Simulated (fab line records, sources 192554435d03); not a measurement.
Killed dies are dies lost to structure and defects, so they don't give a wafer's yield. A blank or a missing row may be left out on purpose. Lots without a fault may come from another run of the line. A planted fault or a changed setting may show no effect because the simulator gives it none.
Chamber matching | flow n5_finfet | N5_BEOL_M11_STRIP_77 on rie_diel-02: 4 sister chambers
The step strips in N2/H2, time 10 s. 4 wafers are shown with their chamber, then 6 later ones without.

WAFERS WITH THEIR CHAMBER
wafer  | chamber | showerhead_plenum_p_Torr (Torr)
L873.2 | 1       | 2.40
L877.6 | 2       | 2.63
L889.1 | 0       | 2.61
L889.5 | 3       | 2.49

WAFERS WITHOUT THEIR CHAMBER
wafer  | showerhead_plenum_p_Torr (Torr)
L892.2 | 2.62
L892.4 | 2.62
L892.5 | 2.60
L893.1 | 2.62
L893.4 | 2.60
L893.6 | 2.60

WHICH CHAMBER EACH WENT THROUGH
wafer  | from the rows above     | in truth
L892.2 | can't be placed: 2 or 0 | 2
L892.4 | can't be placed: 2 or 0 | 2
L892.5 | 0                       | 0
L893.1 | can't be placed: 2 or 0 | 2
L893.4 | 0                       | 0
L893.6 | 0                       | 0
Placed correctly: 3 of 6. Can't be placed from these rows: 3 (the true chamber is among the candidates in 3). Placed wrongly: 0.
How it was worked out, from the rows above alone: a wafer's distance from a chamber is the root of the sum, over the readings, of the square of ((its reading less the chamber's mean) divided by the reading's scatter). The wafer belongs to the nearest chamber; if the next one is less than 2 further off, it can't be placed. A chamber's mean is the mean of its shown wafers. The scatter: with one shown wafer a chamber, the root of the mean of the squares of how far each hidden wafer lies from its nearest shown one.
